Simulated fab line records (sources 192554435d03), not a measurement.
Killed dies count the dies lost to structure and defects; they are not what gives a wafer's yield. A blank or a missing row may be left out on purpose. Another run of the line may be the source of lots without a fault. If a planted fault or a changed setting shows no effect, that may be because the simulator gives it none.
Matching of chambers | flow n5-finfet | N5_MOL_CONTACT_COAG_DESCUM_45 on rie-diel-01: 4 sister chambers
The step chemistry O2, time 7 s. 4 wafers are shown with their chamber, then 10 later ones without.

## WAFERS, EACH WITH ITS CHAMBER
wafer  | chamber | drypump-motor-current-A (A)
L085.4 | 1       | 5.8
L086.4 | 2       | 5.1
L086.5 | 3       | 6.5
L090.4 | 0       | 5.7

## WAFERS MISSING THEIR CHAMBER
wafer  | drypump-motor-current-A (A)
L090.6 | 6.5
L092.2 | 6.4
L092.3 | 5.8
L092.5 | 6.5
L093.2 | 5.8
L093.4 | 6.5
L093.6 | 5.8
L096.1 | 5.1
L096.3 | 5.8
L096.4 | 5.7

## WHICH CHAMBER EACH WENT THROUGH
wafer  | from the rows above | in truth
L090.6 | 3                   | 3
L092.2 | 3                   | 3
L092.3 | 1                   | 1
L092.5 | 3                   | 3
L093.2 | 1                   | 1
L093.4 | 3                   | 3
L093.6 | 1                   | 1
L096.1 | 2                   | 2
L096.3 | 1                   | 1
L096.4 | 0                   | 0
Placed correctly: 10 of 10. Can't be placed from these rows: 0. Placed wrongly: 0.
How it was worked out, from the rows above alone: a wafer's distance from a chamber is the root of the sum, over the readings, of the square of ((its reading less the chamber's mean) divided by the reading's scatter). If the next closest chamber is less than 2 further off than the closest, the wafer can't be placed; otherwise it belongs to the closest. For every chamber, the mean is computed from those of its wafers that are shown. The scatter: root of mean squared gap, hidden wafer to nearest shown wafer, with one shown wafer a chamber.
